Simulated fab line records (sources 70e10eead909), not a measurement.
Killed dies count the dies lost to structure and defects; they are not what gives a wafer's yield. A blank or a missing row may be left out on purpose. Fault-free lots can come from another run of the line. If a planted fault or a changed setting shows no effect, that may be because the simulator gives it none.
Chamber matching | flow nandHarc | 4 sister chambers for NHARC_P_CONTACT_CMP_24 on cmp-04
The step polishes, t overpolish 30 s, target thk 200 nm. 7 wafers are shown with their chamber, then 6 later ones without.

## WAFERS WITH THEIR CHAMBER
wafer  | chamber | motorCurrentA (A) | overpolishRunS (s)
L609.1 | 2       | 10.7              | 29.996
L612.4 | 3       | 12.7              | 29.991
L614.4 | 1       | 12.6              | 30.016
L614.6 | 1       | 11.2              | 29.998
L621.2 | 0       | 11.6              | 29.987
L621.3 | 2       | 10.7              | 30.004
L621.6 | 0       | 11.6              | 29.999

## WAFERS MISSING THEIR CHAMBER
wafer  | motorCurrentA (A) | overpolishRunS (s)
L623.1 | 11.5              | 30.001
L623.4 | 11.6              | 29.996
L623.6 | 12.7              | 30.009
L629.2 | 11.6              | 30.010
L629.3 | 12.9              | 29.990
L629.6 | 11.4              | 30.011

## WHICH CHAMBER EACH ONE RAN IN
wafer  | from the rows above               | in truth
L623.1 | can't be placed: 0 or 1 or 2 or 3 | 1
L623.4 | can't be placed: 0 or 1 or 2 or 3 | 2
L623.6 | can't be placed: 1 or 3 or 0      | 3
L629.2 | can't be placed: 1 or 0 or 2      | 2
L629.3 | can't be placed: 3 or 0           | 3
L629.6 | can't be placed: 1 or 2 or 0      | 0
0 of 6 placed correctly. Not placeable from these rows: 6 (in 6, the candidates include the true chamber). 0 placed wrongly.
How it was worked out, from the rows above alone: a wafer's distance from a chamber is the root of the sum, over the readings, of the square of ((its reading less the chamber's mean) divided by the reading's scatter). If the next closest chamber is less than 2 further off than the closest, the wafer can't be placed; otherwise it belongs to the closest. The mean given for a chamber averages the wafers shown for that chamber. The scatter: take each reading less its chamber's mean, square it, sum over the shown wafers, divide by the number of wafers less the number of chambers, and take the root.
